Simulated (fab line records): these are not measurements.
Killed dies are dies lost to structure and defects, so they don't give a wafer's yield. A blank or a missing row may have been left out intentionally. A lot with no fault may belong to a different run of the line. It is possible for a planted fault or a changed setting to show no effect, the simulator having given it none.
fab line records | flow nand-harc
[record] lots = 7 wafers = 21 last-day = 32
route steps=1302 shown A_BLC@1120
lots with no fault: from the same line, run without faults
start-h: the number of hours between the record's first day and the start of the first shown wafer of the lot | wait-h: hours elapsed since this lot's preceding step | " unchanged from the row above | L1.1+2: several wafers, shown together as one row | - value missing, or start not given | * or withheld: withheld | < > ~ a bound
route shown NAME@n: a module of which the file shows steps, and the number in the route of the first | usual: the fault-free wafers' mean and standard deviation | same: alike in all rows | chamber/n: place in a boat | sites: readings site by site | _std_site: standard deviation of those values | _edge_site: outer sites' mean less inner sites' | radius-mm: how far each site lies from the wafer's centre | mask NAME#n: copy n | behind: the most recent tool/chamber to have shaped the wafer | hold: reason for holding the lot/hours on hold/outcome of the hold | device: the transistor (n, p or np) that didn't switch | end of line: at the end of the route, the tests of the same wafers | a step given without rows: its recipe and nothing more | killed: dies lost to structure and defects at the first sort, not the wafer's yield | map: shows each die of a wafer: x if killed, . if not, _ if none is there
set.NAME: the setting that was run; set.NAME@STEP: the one run at that earlier step | model.NAME: the simulator's own value behind a step, which no gauge read
lots at some steps of the route; a table a step, a row a wafer
services: when a tool's chamber went out of use (start-h, in hours from the record's first day, below 0 if earlier), for how many hours, and the reason
[[steps]]
[step NHARC_A_BLC_DESCUM_15]
[recipe] time-s = 3 o2-flow-sccm = 200 ar-flow-sccm = 0 bias-power-w = 0 chemistry = O2
[step NHARC_A_BLC_ETCH_16]
[recipe] target-depth-a = 390 over-etch-frac = 0.3 time-s = 65 ion-energy-ev = 80 cf4-flow-sccm = 150 ar-flow-sccm = 0 rf-w = 300 bias-w = 100 chemistry = CF4
[step NHARC_A_BLC_ETCH_17]
[recipe] target-depth-a = 3900 over-etch-frac = 0.25 time-s = 609.38 ion-energy-ev = 200 n2-flow-sccm = 150 h2-flow-sccm = 150 ar-flow-sccm = 0 rf-w = 400 bias-w = 150 chemistry = N2/H2
[step NHARC_A_BLC_ETCH_18]
[recipe] target-depth-a = 9100 c4f8-flow-sccm = 20 o2-flow-sccm = 10 ar-flow-sccm = withheld rf-w = 600 bias-w = 1500 chemistry = C4F8/O2/Ar
[usual] oes-product-au = 0.961/0.023 rf-vpp-V = 976/6.8
// columns lot.wafer tool chamber start-h wait-h oes-product-au rf-hours-counter-h rf-vpp-V
L605.3 rie-diel-09 1 - - 0.982 3 967
L605.2 " 0 " " 0.980 3 985
L605.5 " 2 " " 0.967 - 984
L607.2 rie-diel-09 2 - - 0.973 4 985
L607.4 " 0 " " 0.964 3 985
L607.6 " 2 " " 0.969 - 984
L612.4 rie-diel-09 1 - - 0.911 8 969
L612.3 " 2 " " 0.925 7 985
L612.1 " 3 " " 0.923 8 969
L613.1 rie-diel-10 2 - - 0.970 1 978
L613.4 " 3 " " 0.980 1 977
L613.2 " 0 " " 0.963 1 975
L614.3 rie-diel-09 1 - - 0.976 9 969
L614.1 " 2 " " 0.987 9 984
L614.4 " 3 " " 0.956 10 969
L615.2 rie-diel-13 3 - - 0.964 10 982
L615.4 " 0 " " 0.990 9 970
L615.3 " 1 " " 0.996 9 971
L622.1 rie-diel-09 2 - - 0.952 3 984
L622.3 " 1 " " 0.985 3 968
L622.6 " 3 " " 0.944 - 970
[step NHARC_A_BLC_CD_MEAS_19]
[usual] cd-nm = 99.1/2.1
// columns lot.wafer tool chamber start-h wait-h cd-nm
L605.2 cd-sem-03 - 548.01 - 98.4
L605.3 " - " " 99.9
L605.5 " - " " 97.7
L607.2 cd-sem-01 - 549.63 - 99.6
L607.4 " - " " 100.3
L607.6 " - " " 98.6
L612.1 cd-sem-03 - 613.76 - 98.0
L612.3 " - " " 97.0
L612.4 " - " " 99.1
L613.1 cd-sem-03 - 614.91 - 98.0
L613.2 " - " " 99.1
L613.4 " - " " 100.9
L614.1 cd-sem-01 - 643.89 - 100.8
L614.3 " - " " 101.6
L614.4 " - " " 97.6
L615.2 cd-sem-03 - 644.64 - 101.9
L615.3 " - " " 97.1
L615.4 " - " " 100.6
L622.1 cd-sem-03 - 719.53 - 97.1
L622.3 " - " " 99.1
L622.6 " - " " 98.5
[step NHARC_A_BLC_STRIP_29]
[recipe] cf4-flow-sccm = 150 ar-flow-sccm = 0 bias-w = 0 chemistry = CF4
[usual] drypump-motor-current-A = 5.6/0.5 oes-product-au = 1.001/0.0097 rf-vpp-V = 59.4/0.93 showerhead-plenum-p-Torr = 1.75/0.079 throttle-valve-pct = 13.285/0.0091
// columns lot.wafer tool chamber start-h wait-h drypump-motor-current-A oes-product-au rf-hours-counter-h rf-vpp-V showerhead-plenum-p-Torr throttle-valve-pct
L605.3 rie-diel-13 0 548.11 0.1 5.8 1.003 2 58.5 1.66 13.287
L605.2 " 1 " " 6.5 1.016 2 60.5 1.68 13.288
L605.5 " 2 " " 5.3 0.994 - 59.4 1.78 13.292
L607.4 rie-diel-13 0 549.72 0.1 5.8 1.019 2 59.5 1.66 13.271
L607.2 " 1 " " 6.5 1.019 2 58.3 1.68 13.291
L607.6 " 2 " " 5.2 0.991 - 57.8 1.78 13.275
L612.3 rie-diel-13 3 613.84 0.1 5.4 1.003 7 59.8 1.81 13.299
L612.1 " 0 " " 5.8 1.005 6 58.9 1.66 13.283
L612.4 " 2 " " 5.3 1.005 7 59.9 1.77 13.288
L613.1 rie-diel-09 0 614.99 0.1 5.7 0.991 8 58.9 1.85 13.265
L613.2 " 1 " " 4.7 0.994 8 59.2 1.65 13.281
L613.4 " 3 " " 5.0 0.993 8 59.4 1.66 13.273
L614.3 rie-diel-09 3 643.97 0.1 5.0 0.992 10 58.6 1.66 13.283
L614.4 " 0 " " 5.7 0.985 9 59.9 1.85 13.287
L614.1 " 1 " " 4.7 1.001 9 58.5 1.65 13.279
L615.4 rie-diel-13 2 644.72 0.1 5.3 0.990 10 59.9 1.77 13.287
L615.3 " 3 " " 5.4 0.996 10 59.8 1.81 13.290
L615.2 " 0 " " 5.8 1.005 9 58.9 1.66 13.289
L622.3 rie-diel-13 0 719.61 0.1 5.8 1.017 2 58.1 1.66 13.273
L622.1 " 2 " " 5.3 1.017 2 59.8 1.77 13.285
L622.6 " 1 " " 6.4 1.018 - 59.0 1.67 13.285
[step NHARC_A_BLC_STRIP_21]
[recipe] o2-flow-sccm = 500 ar-flow-sccm = 0 bias-w = 0 chemistry = O2
[usual] drypump-motor-current-A = 5.6/0.53 oes-product-au = 1.002/0.01 rf-vpp-V = 57.7/0.9 showerhead-plenum-p-Torr = 3.48/0.16 throttle-valve-pct = 17.036/0.0087
// columns lot.wafer tool chamber start-h wait-h drypump-motor-current-A oes-product-au rf-hours-counter-h rf-vpp-V showerhead-plenum-p-Torr throttle-valve-pct
L605.3 rie-diel-13 1 548.19 0.1 6.5 1.017 2 57.9 3.34 17.046
L605.2 " 2 " " 5.3 0.992 2 58.5 3.54 17.030
L605.5 " 2 " " 5.2 0.988 - 58.6 3.54 17.029
L607.2 rie-diel-13 0 549.82 0.1 5.8 1.013 2 56.1 3.32 17.038
L607.4 " 1 " " 6.5 1.010 2 58.4 3.34 17.042
L607.6 " 3 " " 5.4 0.991 - 59.3 3.62 17.033
L612.4 rie-diel-13 0 613.94 0.1 5.8 1.004 7 57.0 3.32 17.053
L612.1 " 1 " " 6.5 1.020 6 56.6 3.34 17.022
L612.3 " 3 " " 5.4 0.988 8 58.6 3.62 17.034
L613.1 rie-diel-09 3 615.09 0.1 5.0 0.999 8 56.1 3.30 17.045
L613.4 " 0 " " 5.7 0.993 8 58.6 3.68 17.045
L613.2 " 2 " " 6.3 1.002 7 57.1 3.68 17.035
L614.3 rie-diel-09 2 644.08 0.1 6.3 1.004 9 58.5 3.68 17.042
L614.1 " 3 " " 5.0 0.984 10 58.5 3.30 17.029
L614.4 " 0 " " 5.7 0.997 9 56.6 3.68 17.040
L615.3 rie-diel-13 0 644.82 0.1 5.8 1.011 9 57.6 3.31 17.024
L615.2 " 2 " " 5.3 0.989 10 56.6 3.54 17.029
L615.4 " 3 " " 5.4 0.997 10 56.1 3.62 17.045
L622.1 rie-diel-13 0 719.73 0.1 5.8 1.012 2 57.6 3.31 17.030
L622.3 " 1 " " 6.5 1.011 2 57.6 3.33 17.047
L622.6 " 3 " " 5.4 0.999 - 58.5 3.61 17.031
[step NHARC_A_BLC_STRIP_22]
[recipe] time-s = 600 temp-c = 30 chemistry = post-etch-residue-remover
[step NHARC_A_BLC_DEGAS_30]
[recipe] temp-c = 300 time-s = 60
[step NHARC_A_BLC_PRE_CLEAN_31]
[recipe] time-s = 15 bias-v = 250 gas = Ar
[step NHARC_A_BLC_PVD_32]
[recipe] target-thk-a = 50 chamber-pressure-pa = 5 power-w = 5000 substrate-temp-c = 200 time-s = 17.7 material = Ti
[usual] chamber-pressure-pa = 5.001/0.0093 substrate-temp-c = 200.00/0.15 throttle-valve-pct = 29.9/1.3
// columns lot.wafer tool chamber start-h wait-h chamber-pressure-pa substrate-temp-c throttle-valve-pct
L605.3 pvd-sputter-02 - - - 4.991 200.00 28.1
L605.2 " - " " 4.992 200.10 30.5
L605.5 " - " " 4.996 199.87 31.0
L607.2 pvd-sputter-02 - - - 4.990 200.11 30.7
L607.4 " - " " 4.994 200.04 31.1
L607.6 " - " " 5.002 199.99 31.2
L612.4 pvd-sputter-02 - - - 4.984 200.07 30.5
L612.1 " - " " 5.006 200.09 31.3
L612.3 " - " " 5.006 200.18 31.1
L613.2 pvd-sputter-03 - - - 5.013 200.17 30.6
L613.4 " - " " 5.002 200.05 29.8
L613.1 " - " " 5.004 199.82 27.0
L614.4 pvd-sputter-03 - - - 5.018 199.95 27.3
L614.1 " - " " 5.012 199.95 30.6
L614.3 " - " " 5.017 199.73 30.1
L615.2 pvd-sputter-01 - - - 5.017 199.96 29.8
L615.3 " - " " 4.999 200.10 29.1
L615.4 " - " " 5.009 199.95 32.1
L622.3 pvd-sputter-01 - - - 4.978 200.08 29.3
L622.1 " - " " 5.002 199.92 29.5
L622.6 " - " " 5.015 199.97 31.7
[step NHARC_A_BLC_ALD_23]
[recipe] target-thk-a = 30 pulse-time-s = 1 ald-cycles = 150 temp-c = 450 material = TiN
[usual] heater-power-w = 1099/120 precursor-pulse-height-rel = 0.999/0.022
// columns lot.wafer tool chamber start-h wait-h heater-power-w precursor-pulse-height-rel
L605.3 ald-metal-01 1 548.89 - 854 0.993
L605.2 " 2 " " 1085 1.013
L605.5 " 0 " " 1191 0.979
L607.4 ald-metal-03 1 550.51 - 1017 1.003
L607.2 " 2 " " 944 0.991
L607.6 " 0 " " 933 1.010
L612.1 ald-metal-01 1 614.60 - 858 0.989
L612.3 " 2 " " 1105 0.989
L612.4 " 2 " " 1105 1.010
L613.1 ald-metal-04 1 615.76 - 1204 1.066
L613.2 " 2 " " 1284 0.993
L613.4 " 0 " " 1205 0.997
L614.1 ald-metal-03 1 644.74 - 1026 1.011
L614.4 " 2 " " 944 0.973
L614.3 " 3 " " 1131 0.985
L615.3 ald-metal-04 1 645.48 - 1188 0.985
L615.2 " 2 " " 1257 0.966
L615.4 " 0 " " 1214 0.969
L622.1 ald-metal-03 1 720.37 - 1064 0.997
L622.3 " 2 " " 973 1.028
L622.6 " 1 " " 1079 0.995
[step NHARC_A_BLC_CVD_24]
[recipe] target-thk-a = 1500 temp-c = 300 pressure-torr = 40 wf6-flow-sccm = 40 h2-flow-sccm = 1600 ar-flow-sccm = 1560 time-s = 434 material = W
[usual] heater-power-w = 477/32 throttle-valve-pct = 7.88/0.22
// columns lot.wafer tool chamber start-h wait-h heater-power-w throttle-valve-pct
L605.2 cvd-w-02 0 549.06 - 467 7.90
L605.3 " 1 " " 519 8.04
L605.5 " 0 " " 473 7.44
L607.2 cvd-w-02 0 550.75 - 472 7.88
L607.4 " 0 " " 479 7.87
L607.6 " 1 " " 506 7.54
L612.1 cvd-w-01 1 614.84 - 425 7.63
L612.4 " 1 " " 420 7.90
L612.3 " 0 " " 481 7.87
L613.1 cvd-w-02 1 615.96 - 507 8.05
L613.2 " 0 " " 467 7.94
L613.4 " 1 " " 518 8.04
L614.1 cvd-w-02 1 644.94 - 496 7.59
L614.3 " 1 " " 493 7.40
L614.4 " 1 " " 513 7.88
L614.1 cvd-w-02 1 646.06 1.0 515 7.30
L614.3 " 1 " " 490 7.49
L614.4 " 1 " " 499 7.89
L615.2 cvd-w-01 1 645.69 - 425 7.88
L615.4 " 1 " " 425 8.02
L615.3 " 0 " " 492 8.12
L615.2 cvd-w-01 1 646.38 0.6 418 7.69
L615.4 " 1 " " 432 7.93
L615.3 " 0 " " 477 8.18
L622.1 cvd-w-01 0 720.65 - 486 7.99
L622.3 " 0 " " 493 8.31
L622.6 " 1 " " 419 7.87
L622.1 cvd-w-01 0 721.34 0.6 491 8.12
L622.3 " 0 " " 483 8.42
L622.6 " 1 " " 427 8.06
[step NHARC_A_BLC_CMP_25]
[recipe] t-overpolish-s = 30 target-thk-nm = 150
[usual] motor-current-A = 12.2/0.8 overpolish-run-s = 30.000/0.0087 time-to-endpoint-s = 30.0/2.4
// columns lot.wafer tool chamber start-h wait-h motor-current-A overpolish-run-s time-to-endpoint-s
L605.2 cmp-01 3 549.58 0.5 11.8 30.005 23.5
L605.3 " 1 " " 11.9 29.995 26.6
L605.5 " 0 " " 12.0 30.008 29.3
L607.2 cmp-01 0 551.21 0.4 12.9 29.996 34.4
L607.4 " 1 " " 12.1 30.014 33.3
L607.6 " 0 " " 12.4 30.005 31.9
L612.1 cmp-02 2 615.37 0.5 10.5 30.002 28.7
L612.3 " 3 " " 13.9 29.993 31.2
L612.4 " 1 " " 12.4 30.003 27.9
L613.4 cmp-01 0 616.49 0.3 12.0 29.991 34.2
L613.1 " 2 " " 11.4 30.002 30.4
L613.2 " 3 " " 12.4 29.996 32.3
L615.3 cmp-01 2 646.96 0.3 10.7 30.003 59.8
L615.2 " 0 " " 12.6 30.007 64.9
L615.4 " 1 " " 11.3 30.007 62.4
L614.3 cmp-03 0 649.30 2.8 12.9 29.987 59.9
L614.1 " 1 " " 12.7 29.988 59.3
L614.4 " 2 " " 10.9 29.999 55.4
L622.3 cmp-01 2 721.91 0.3 11.0 29.988 56.6
L622.1 " 3 " " 11.5 30.004 59.2
L622.6 " 1 " " 11.2 29.994 59.1
[[services]]
// columns tool chamber start-h hours kind
cvd-w-02 - 523.67 0.8 repair
pvd-sputter-02 - 524.96 4.8 repair
rie-diel-09 - 543.61 0.3 repair
cvd-w-01 - 547.00 13.0 pm
cmp-01 - 548.30 1.0 repair
cmp-01 - 566.77 5.5 repair
ald-metal-03 - 568.00 10.0 pm
pvd-sputter-02 - 569.64 9.8 repair
rie-diel-09 2 580.55 15.0 repair
cmp-01 - 610.11 4.0 pm
cvd-w-01 1 611.03 1.7 repair
cvd-w-01 0 627.22 4.2 repair
cvd-w-02 - 631.00 13.0 pm
rie-diel-09 0 632.13 6.3 repair
rie-diel-09 2 634.15 4.1 repair
pvd-sputter-02 - 638.00 10.0 pm
rie-diel-13 3 653.03 5.3 repair
cmp-01 - 657.98 2.6 repair
rie-diel-09 - 674.10 9.0 pm
cvd-w-02 - 680.60 1.1 repair
rie-diel-13 - 696.21 9.0 pm
cmp-01 - 698.71 3.1 repair
cmp-01 - 708.11 4.0 pm
rie-diel-09 - 717.68 0.3 repair
[[key]]
[first-sign] step = NHARC_A_BLC_CVD_24 reading = visit direction = added
[effect] step = NHARC_A_BLC_CMP_25 reading = time-to-endpoint-s direction = up sigmas = 12 usual = * struck = *
met-at NHARC_A_BLC_CVD_24
struck-wafers L614.1,L614.3,L614.4,L615.2,L615.3,L615.4,L622.1,L622.3,L622.6
sort-left-out L614.1,L614.3,L614.4,L615.2,L615.3,L615.4,L622.1,L622.3,L622.6
tester-left-out L614,L615,L622
[fault] kind = repeated-step-whole tool = cvd-w-01,cvd-w-02 chamber = - onset-h = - steps = NHARC_A_BLC_CVD_24 times = 1 scope = struck-lots-only
// tester-left-out: of these lots the tester's yield and bins aren't shown, on N5 and GAA mostly nor the transistor test; their killed dies are dies lost to structure and defects alone, not to doping, threshold or leakage, so they don't give the yield
// sort-left-out: the simulated sort isn't trusted on such a fault, so these wafers' sort isn't shown, and their yield isn't known
